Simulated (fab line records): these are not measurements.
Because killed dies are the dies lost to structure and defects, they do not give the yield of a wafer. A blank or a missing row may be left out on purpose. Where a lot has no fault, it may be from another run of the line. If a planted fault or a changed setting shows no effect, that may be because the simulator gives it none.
The same fault as seen by 3 desks | flow n5 finfet | each desk holds nothing but its own numbers, with what lay behind them at the end

== FROM THE METROLOGY DESK ==
What the gauges read, lot by lot, whatever tool the lot ran on: means of the sampled wafers that have a number. If a lot's mean is further than 4 standard deviations from the usual mean, the lot is out of limits and carries the mark OUT (the distance appears in the brackets).
Columns: A = cd nm at N5_PASSIVATION_CD_MEAS_10, usual 2999.8 nm; B = TV_OVL at N5_PASSIVATION_OVL_MEAS_60, usual -3 nm
lot  | first seen here | A      | B
L614 | day 11 15:09    | 2999.6 | -3
L623 | day 14 11:01    | 3000.1 | -1
L630 | day 17 04:41    | 3000.1 | 0
L636 | day 18 02:28    | 2999.5 | -2
L637 | day 18 14:19    | 3001.5 | -15
Result from this desk: across the 5 lots, nothing is out of limits.

== THE DEFECT DESK ==
Counts from the inspections along the route, per lot, as means over the sampled wafers that have a number. If a lot's mean is further than 4 standard deviations from the usual mean, the lot is out of limits and carries the mark OUT (the distance appears in the brackets).
Columns: A = raw defect count at N5_PASSIVATION_INSPECT_61, usual 2.1
lot  | first seen here | A
L614 | day 11 15:13    | 1.7
L623 | day 14 11:04    | 1.3
L630 | day 17 04:44    | 4.3
L636 | day 18 02:31    | 3.3
L637 | day 18 14:22    | 3.7
Result from this desk: across the 5 lots, nothing is out of limits.

== FOR THE TOOL OWNER'S DESK: rie diel-04 ==
The tool's own readings at N5_PASSIVATION_PASS_ETCH_74 (etches SiNx in CF4/O2, target depth 220 nm, time 110 s): means of the sampled wafers that have a number, for each lot that ran on this tool. If a lot's mean is further than 4 standard deviations from the usual mean, the lot is out of limits and carries the mark OUT (the distance appears in the brackets).
Columns: A = drypump motor current A at N5_PASSIVATION_PASS_ETCH_74, usual 5.6 A; B = oes product au at N5_PASSIVATION_PASS_ETCH_74, usual 0.82 a.u.; C = rf vpp V at N5_PASSIVATION_PASS_ETCH_74, usual 240.3 V; D = showerhead plenum p Torr at N5_PASSIVATION_PASS_ETCH_74, usual 2.22 Torr; E = throttle valve pct at N5_PASSIVATION_PASS_ETCH_74, usual 15.97 %
lot  | first seen here | A   | B    | C     | D    | E
L623 | day 14 11:10    | 5.8 | 0.88 | 240.7 | 2.19 | 15.98
L630 | day 17 04:57    | 5.4 | 0.84 | 239.2 | 2.20 | 15.95
Result from this desk: across the 2 lots, nothing is out of limits.

== ALL TOGETHER ==
At the metrology desk, nothing out of limits was observed.
Nothing the defect desk looked at was out of limits.
Nothing out of limits was seen by the tool owner's desk.

== WHAT HAD BEEN PUT IN BY THE SIMULATOR ==
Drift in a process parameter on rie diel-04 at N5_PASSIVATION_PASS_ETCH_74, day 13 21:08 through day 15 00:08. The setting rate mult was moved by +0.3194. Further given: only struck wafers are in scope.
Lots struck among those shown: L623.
